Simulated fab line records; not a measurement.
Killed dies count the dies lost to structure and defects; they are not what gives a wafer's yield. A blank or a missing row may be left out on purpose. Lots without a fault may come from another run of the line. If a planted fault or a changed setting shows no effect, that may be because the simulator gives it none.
Chamber matching    flow nand-harc    NHARC_A_CONTACT_ALD_18 on ald-metal-04 has 4 sister chambers
The step deposits TiN, target thk 3 nm, pulse time 1 s, ald cycles 150. 24 wafers are shown with their chamber, then 12 later ones without.

== EACH WAFER AND ITS CHAMBER ==
wafer   chamber  heater-power-w (W)  precursor-pulse-height-rel
L074.1  0        1157                1.018
L074.3  2        1106                0.995
L074.5  1        1141                1.014
L077.2  0        1142                0.982
L077.5  1        1123                0.977
L077.6  2        1095                0.989
L080.1  2        1092                1.012
L080.4  1        1163                0.985
L080.6  0        1111                0.985
L081.1  1        1148                1.039
L081.2  0        1138                1.003
L081.5  0        1168                1.027
L083.3  2        1092                1.018
L083.4  1        1174                0.941
L083.5  3        1220                1.008
L085.1  0        1141                1.027
L085.2  3        1230                1.015
L085.6  2        1104                0.973
L086.1  2        1125                0.999
L086.2  0        1180                0.955
L086.5  2        1123                1.012
L088.1  2        1140                1.006
L088.2  3        1225                0.984
L088.3  0        1181                1.022

SIGNATURES (averages over the wafers above)
reading                     chamber 0  chamber 1  chamber 2  chamber 3  scatter within a chamber
heater-power-w              1152.25    1149.80    1109.62    1225.00    19.8
precursor-pulse-height-rel  1.00238    0.99120    1.00050    1.00233    0.0249
Rule: distance of a wafer from a chamber = root of the sum over the readings of ((wafer's reading minus chamber's mean) / reading's scatter) squared. The wafer belongs to the nearest chamber; if the next one is less than 2 further off, it can't be placed. The scatter: the root of (the sum of the squares of (reading less its chamber's mean) over the shown wafers, divided by (wafers less chambers)).

== WAFERS MISSING THEIR CHAMBER ==
wafer   heater-power-w (W)  precursor-pulse-height-rel
L087.3  1152                0.976
L087.5  1109                1.017
L087.6  1186                1.027
L091.2  1143                1.017
L091.5  1161                1.015
L091.6  1114                1.007
L093.3  1129                1.004
L093.4  1134                0.977
L093.5  1119                0.990
L096.3  1087                1.032
L096.4  1169                0.987
L096.6  1213                1.008

== EACH ONE'S CHAMBER ==
wafer    from the rows above            in truth
L087.3   can't be placed: 1 or 0 or 2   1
L087.5   can't be placed: 2 or 0 or 1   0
L087.6   can't be placed: 0 or 3 or 1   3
L091.2   can't be placed: 0 or 1 or 2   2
L091.5   can't be placed: 0 or 1 or 2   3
L091.6   can't be placed: 2 or 1 or 0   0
L093.3   can't be placed: 2 or 1 or 0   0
L093.4   can't be placed: 1 or 0 or 2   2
L093.5   can't be placed: 2 or 1 or 0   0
L096.3   can't be placed: 2 or 0 or 1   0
L096.4   can't be placed: 1 or 0 or 3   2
L096.6   3                              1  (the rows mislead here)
Correct placement for 0 of the 12. Cannot be placed on the basis of these rows: 11; the candidates contain the true chamber in 9. Wrongly placed: 1.
